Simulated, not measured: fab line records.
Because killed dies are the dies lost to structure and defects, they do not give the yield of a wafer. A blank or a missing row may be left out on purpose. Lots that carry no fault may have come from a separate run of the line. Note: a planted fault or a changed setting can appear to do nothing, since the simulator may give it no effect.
Matching of chambers	flow n5_finfet	N5_GATE_CUT_ETCH_28 on rie_diel-01 has 4 sister chambers
The step etches underlayer in N2/H2, target depth 13 nm, time 10.4 s. 8 wafers are shown with their chamber, then 10 later ones without.

## EACH WAFER AND ITS CHAMBER
wafer	chamber	etch_rf_on_time_s (s)	showerhead_plenum_p_Torr (Torr)
L079.2	0	10.55	2.47
L083.6	1	10.31	2.55
L085.6	0	10.52	2.46
L090.2	1	10.44	2.54
L090.4	3	10.22	2.49
L090.5	2	10.05	2.71
L091.1	3	10.13	2.49
L091.3	2	10.01	2.71

## WAFERS WITHOUT THEIR CHAMBER
wafer	etch_rf_on_time_s (s)	showerhead_plenum_p_Torr (Torr)
L091.4	10.48	2.54
L093.3	10.38	2.54
L093.5	9.95	2.71
L093.6	10.15	2.49
L097.1	10.10	2.48
L097.2	10.41	2.45
L097.6	10.49	2.46
L094.1	10.52	2.54
L094.2	10.11	2.70
L094.6	10.55	2.45

## WHICH CHAMBER EACH ONE RAN IN
wafer	from the rows above	in truth
L091.4	1	1
L093.3	1	1
L093.5	2	2
L093.6	3	3
L097.1	3	3
L097.2	0	0
L097.6	0	0
L094.1	1	1
L094.2	2	2
L094.6	0	0
10 of 10 placed correctly. Left unplaced by these rows: 0. Placed wrongly: 0.
How it was worked out, from the rows above alone: a wafer's distance from a chamber is the root of the sum, over the readings, of the square of ((its reading less the chamber's mean) divided by the reading's scatter). If the next closest chamber is less than 2 further off than the closest, the wafer can't be placed; otherwise it belongs to the closest. The mean given for a chamber averages the wafers shown for that chamber. How the scatter is found: for the shown wafers, subtract from each reading the mean of its chamber, square and add these, divide the total by (wafers less chambers), then take the root.
